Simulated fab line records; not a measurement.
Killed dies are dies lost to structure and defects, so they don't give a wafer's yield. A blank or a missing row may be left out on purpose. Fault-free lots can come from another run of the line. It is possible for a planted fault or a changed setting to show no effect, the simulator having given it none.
Matching of chambers ; flow n5 finfet ; rie diel-04 running N5_BEOL_M14_ETCH_59: 4 sister chambers
The step etches BARC in N2/H2, target depth 89 nm, overetch 26.7 nm, time 67.9 s. 14 wafers are shown with their chamber, then 7 later ones without.

## WAFERS WITH THEIR CHAMBER
wafer;chamber;showerhead plenum p Torr (Torr);drypump motor current A (A);throttle valve pct (%)
L522.1;3;2.67;6.0;17.81
L522.4;0;2.48;6.5;17.59
L522.6;3;2.67;6.0;17.82
L526.2;2;2.45;5.9;18.01
L526.4;0;2.48;6.5;17.60
L526.6;0;2.48;6.5;17.61
L527.1;3;2.67;6.0;17.82
L527.2;1;2.48;5.9;17.82
L527.4;2;2.45;5.8;18.00
L531.1;0;2.47;6.5;17.63
L531.3;1;2.48;5.9;17.83
L531.6;1;2.48;5.9;17.82
L536.1;2;2.44;5.9;18.03
L536.3;0;2.47;6.5;17.64

SIGNATURES (means of the wafers above)
reading;chamber 0;chamber 1;chamber 2;chamber 3;scatter within a chamber
showerhead plenum p Torr;2.4760;2.4800;2.4467;2.6700;0.00432
drypump motor current A;6.500;5.900;5.867;6.000;0.0258
throttle valve pct;17.6140;17.8233;18.0133;17.8167;0.0152
Rule: a wafer lies at a distance from a chamber equal to the root of the sum of squares, over the readings, of (its reading less the chamber's mean, divided by the reading's scatter). If the next closest chamber is less than 2 further off than the closest, the wafer can't be placed; otherwise it belongs to the closest. The scatter: the root of (the sum of the squares of (reading less its chamber's mean) over the shown wafers, divided by (wafers less chambers)).

## WAFERS WITH NO CHAMBER GIVEN
wafer;showerhead plenum p Torr (Torr);drypump motor current A (A);throttle valve pct (%)
L536.4;2.66;6.0;17.86
L534.1;2.44;5.8;18.06
L534.4;2.47;6.5;17.64
L534.5;2.66;6.0;17.86
L537.2;2.47;6.5;17.65
L537.3;2.44;5.9;18.05
L537.6;2.66;6.1;17.89

## WHICH CHAMBER EACH ONE RAN IN
wafer;from the rows above;in truth
L536.4;3;3
L534.1;2;2
L534.4;0;0
L534.5;3;3
L537.2;0;0
L537.3;2;2
L537.6;3;3
7 of 7 placed correctly. Can't be placed from these rows: 0. Wrongly placed: 0.
